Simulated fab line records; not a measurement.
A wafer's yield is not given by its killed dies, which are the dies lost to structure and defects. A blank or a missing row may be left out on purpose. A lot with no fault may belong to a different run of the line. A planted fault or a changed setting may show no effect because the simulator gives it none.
Split-lot study	flow n5 finfet	7 lots, 21 wafers read, on a route of 1938 steps

SPLIT DETAILS
At N5_BEOL_M7_COAT_05 (resist thk 90 nm), the setting spin rpm was moved away from the recipe's 1500 rpm on 5 of the 21 wafers read, by -5.7% to +6.5%. All remaining wafers had this setting at the recipe value.

FROM THE SPLIT TO THE READING: what the file shows between them, 5 steps
- N5_BEOL_M7_EBR_07
- N5_BEOL_M7_SOFTBAKE_06: time 60 s
- N5_BEOL_M7_EXPOSE_08: exposes mask M7
- N5_BEOL_M7_PEB_09: peb time 60 s
- N5_BEOL_M7_DEVELOP_10: develop time 30 s

THE READING
CAR-ArF_of_BEOL_M7_COAT_05.thk nm (the simulator's own value, which no gauge read), in nm, at N5_BEOL_M7_DESCUM_16 (chemistry O2, time 7.9 s). There is no usual value for it anywhere in the file. Here, 16 wafers ran the recipe; their average is 83.5 nm with a standard deviation of 0.35 nm.

wafer	tool, chamber at the split	spin rpm as run, rpm	against the recipe	CAR-ArF_of_BEOL_M7_COAT_05.thk nm, nm	against lot-mates on the recipe
L077.1	litho track-05, 0	1500	recipe	84	-
L077.2	litho track-05, 0	1500	recipe	84	-
L077.5	litho track-05, 0	1500	recipe	83.8	-
L079.4	litho track-03, 0	1500	recipe	83.6	-
L079.6	litho track-03, 0	1500	recipe	83.6	-
L079.5	litho track-03, 0	1414	-5.7%	86.4	+2.8
L082.1	litho track-04, 0	1500	recipe	83.8	-
L082.4	litho track-04, 0	1500	recipe	83.8	-
L082.5	litho track-04, 0	1500	recipe	83.8	-
L086.1	litho track-03, 0	1598	+6.5%	80.4	-2.8
L086.3	litho track-03, 0	1598	+6.5%	80.6	-2.6
L086.5	litho track-03, 0	1500	recipe	83.2	-
L087.2	litho track-05, 0	1500	recipe	82.8	-
L087.3	litho track-05, 0	1500	recipe	83.2	-
L087.5	litho track-05, 0	1439	-4.1%	84.8	+1.8
L093.1	litho track-05, 0	1500	recipe	83.2	-
L093.5	litho track-05, 0	1500	recipe	83	-
L093.6	litho track-05, 0	1500	recipe	83.6	-
L097.1	litho track-04, 0	1500	recipe	83.4	-
L097.6	litho track-04, 0	1500	recipe	83.4	-
L097.4	litho track-04, 0	1426	-4.9%	85.8	+2.4

THE FIT
A straight line over all 21 wafers: CAR-ArF_of_BEOL_M7_COAT_05.thk nm changes by -0.455 nm for each +1% of spin rpm; r = -0.97; the points scatter about the line by 0.35 nm.
The same after taking each lot's own level away (the mean of its wafers on the recipe; 21 wafers): -0.443 nm for each +1%; r = -0.99; scatter 0.16 nm.
That fit puts the effect of the largest move of spin rpm on the reading at 2.9 nm.
The lots' own levels span 83.00 to 83.93 nm, that is 2.7 times the standard deviation above.
So the lot-to-lot level changes the slope little: the two slopes agree.
Check: -2.87 nm against its lot-mates is what the line predicts for one of the wafers moved furthest among these (+6.5%) when that wafer is left out of the fit. It came out at -2.8 nm against them.

OTHER SPLITS APPLIED TO THESE WAFERS
Other splits were also applied to these wafers ahead of the reading. Each is held against what the fit with the lots' levels taken away leaves over:
other split on the same wafers	wafers away from the commonest value	r with CAR-ArF_of_BEOL_M7_COAT_05.thk nm (lot level and that fit taken away)
N5_BEOL_M7_ILD_DEP_00 time s	5	-0.11

THE WHOLE CHAIN: every reading that the file lists as answering this split, in the file's order
step	what it does	reading	change (the file's fit)	r (the file's)
N5_BEOL_M7_COAT_05	resist thk 90 nm	CAR-ArF_of_BEOL_M7_COAT_05.thk nm (the simulator's own value, which no gauge read)	-0.473 nm for each +1% of the setting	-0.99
N5_BEOL_M7_DEVELOP_10	develop time 30 s	CAR-ArF_of_BEOL_M7_COAT_05.thk nm (the simulator's own value, which no gauge read)	-0.44 nm for each +1% of the setting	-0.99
N5_BEOL_M7_DESCUM_16	chemistry O2, time 7.9 s	CAR-ArF_of_BEOL_M7_COAT_05.thk nm (the simulator's own value, which no gauge read)	-0.454 nm for each +1% of the setting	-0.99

FILE'S OWN FIT
CAR-ArF_of_BEOL_M7_COAT_05.thk nm changes by -0.454 nm for each +1% of spin rpm, r = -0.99.
